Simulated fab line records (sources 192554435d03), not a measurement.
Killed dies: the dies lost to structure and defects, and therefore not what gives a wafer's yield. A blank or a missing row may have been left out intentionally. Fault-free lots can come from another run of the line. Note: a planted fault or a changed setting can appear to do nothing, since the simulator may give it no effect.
Matching of chambers / flow n5_finfet / 4 sister chambers for N5_BEOL_M1_VIA_ETCH_34 on rie_diel-01
The step etches the open film in C4F6/O2, target depth 67.8 nm, time 64.4 s. 20 wafers are shown with their chamber, then 10 later ones without.

## WAFERS PAIRED WITH THEIR CHAMBERS
wafer=L076.3; chamber=1; rf_vpp_V (V)=672; showerhead_plenum_p_Torr (Torr)=2.94; throttle_valve_pct (%)=30.66
wafer=L076.4; chamber=3; rf_vpp_V (V)=669; showerhead_plenum_p_Torr (Torr)=2.81; throttle_valve_pct (%)=31.05
wafer=L076.6; chamber=2; rf_vpp_V (V)=689; showerhead_plenum_p_Torr (Torr)=2.85; throttle_valve_pct (%)=31.06
wafer=L077.2; chamber=2; rf_vpp_V (V)=688; showerhead_plenum_p_Torr (Torr)=2.85; throttle_valve_pct (%)=31.06
wafer=L077.4; chamber=3; rf_vpp_V (V)=670; showerhead_plenum_p_Torr (Torr)=2.81; throttle_valve_pct (%)=31.06
wafer=L077.5; chamber=1; rf_vpp_V (V)=674; showerhead_plenum_p_Torr (Torr)=2.94; throttle_valve_pct (%)=30.66
wafer=L078.1; chamber=3; rf_vpp_V (V)=668; showerhead_plenum_p_Torr (Torr)=2.81; throttle_valve_pct (%)=31.06
wafer=L078.3; chamber=0; rf_vpp_V (V)=694; showerhead_plenum_p_Torr (Torr)=2.94; throttle_valve_pct (%)=30.92
wafer=L078.5; chamber=0; rf_vpp_V (V)=693; showerhead_plenum_p_Torr (Torr)=2.94; throttle_valve_pct (%)=30.94
wafer=L082.2; chamber=3; rf_vpp_V (V)=669; showerhead_plenum_p_Torr (Torr)=2.81; throttle_valve_pct (%)=31.07
wafer=L082.3; chamber=0; rf_vpp_V (V)=694; showerhead_plenum_p_Torr (Torr)=2.94; throttle_valve_pct (%)=30.94
wafer=L082.4; chamber=2; rf_vpp_V (V)=688; showerhead_plenum_p_Torr (Torr)=2.85; throttle_valve_pct (%)=31.07
wafer=L081.2; chamber=1; rf_vpp_V (V)=673; showerhead_plenum_p_Torr (Torr)=2.93; throttle_valve_pct (%)=30.68
wafer=L081.3; chamber=2; rf_vpp_V (V)=688; showerhead_plenum_p_Torr (Torr)=2.85; throttle_valve_pct (%)=31.06
wafer=L081.5; chamber=3; rf_vpp_V (V)=669; showerhead_plenum_p_Torr (Torr)=2.80; throttle_valve_pct (%)=31.07
wafer=L084.1; chamber=0; rf_vpp_V (V)=693; showerhead_plenum_p_Torr (Torr)=2.94; throttle_valve_pct (%)=30.95
wafer=L084.2; chamber=1; rf_vpp_V (V)=673; showerhead_plenum_p_Torr (Torr)=2.93; throttle_valve_pct (%)=30.69
wafer=L084.4; chamber=2; rf_vpp_V (V)=688; showerhead_plenum_p_Torr (Torr)=2.85; throttle_valve_pct (%)=31.07
wafer=L088.2; chamber=3; rf_vpp_V (V)=670; showerhead_plenum_p_Torr (Torr)=2.79; throttle_valve_pct (%)=31.11
wafer=L088.3; chamber=2; rf_vpp_V (V)=689; showerhead_plenum_p_Torr (Torr)=2.84; throttle_valve_pct (%)=31.10

SIGNATURES, as means of the wafers listed above
reading=rf_vpp_V; chamber 0=693.50; chamber 1=673.00; chamber 2=688.33; chamber 3=669.17; scatter within a chamber=0.669
reading=showerhead_plenum_p_Torr; chamber 0=2.9400; chamber 1=2.9350; chamber 2=2.8483; chamber 3=2.8050; scatter within a chamber=0.00577
reading=throttle_valve_pct; chamber 0=30.9375; chamber 1=30.6725; chamber 2=31.0700; chamber 3=31.0700; scatter within a chamber=0.0169
Rule: for a wafer and a chamber, the distance is found by dividing, reading by reading, the gap between the wafer's reading and the chamber's mean by the reading's scatter, squaring, summing and taking the root. The wafer belongs to the nearest chamber; if the next one is less than 2 further off, it can't be placed. The scatter: take each reading less its chamber's mean, square it, sum over the shown wafers, divide by the number of wafers less the number of chambers, and take the root.

## WAFERS MISSING THEIR CHAMBER
wafer=L088.5; rf_vpp_V (V)=670; showerhead_plenum_p_Torr (Torr)=2.79; throttle_valve_pct (%)=31.10
wafer=L089.3; rf_vpp_V (V)=694; showerhead_plenum_p_Torr (Torr)=2.93; throttle_valve_pct (%)=30.99
wafer=L089.5; rf_vpp_V (V)=670; showerhead_plenum_p_Torr (Torr)=2.79; throttle_valve_pct (%)=31.10
wafer=L089.6; rf_vpp_V (V)=688; showerhead_plenum_p_Torr (Torr)=2.84; throttle_valve_pct (%)=31.08
wafer=L092.2; rf_vpp_V (V)=688; showerhead_plenum_p_Torr (Torr)=2.84; throttle_valve_pct (%)=31.10
wafer=L092.4; rf_vpp_V (V)=670; showerhead_plenum_p_Torr (Torr)=2.79; throttle_valve_pct (%)=31.10
wafer=L092.6; rf_vpp_V (V)=687; showerhead_plenum_p_Torr (Torr)=2.84; throttle_valve_pct (%)=31.10
wafer=L086.3; rf_vpp_V (V)=689; showerhead_plenum_p_Torr (Torr)=2.83; throttle_valve_pct (%)=31.10
wafer=L086.4; rf_vpp_V (V)=693; showerhead_plenum_p_Torr (Torr)=2.93; throttle_valve_pct (%)=30.98
wafer=L086.5; rf_vpp_V (V)=669; showerhead_plenum_p_Torr (Torr)=2.79; throttle_valve_pct (%)=31.12

## WHICH CHAMBER EACH WENT THROUGH
wafer=L088.5; from the rows above=3; in truth=3
wafer=L089.3; from the rows above=0; in truth=0
wafer=L089.5; from the rows above=3; in truth=3
wafer=L089.6; from the rows above=2; in truth=2
wafer=L092.2; from the rows above=2; in truth=2
wafer=L092.4; from the rows above=3; in truth=3
wafer=L092.6; from the rows above=2; in truth=2
wafer=L086.3; from the rows above=2; in truth=2
wafer=L086.4; from the rows above=0; in truth=0
wafer=L086.5; from the rows above=3; in truth=3
Placed correctly: 10 of 10. Not placeable from these rows: 0. 0 placed wrongly.
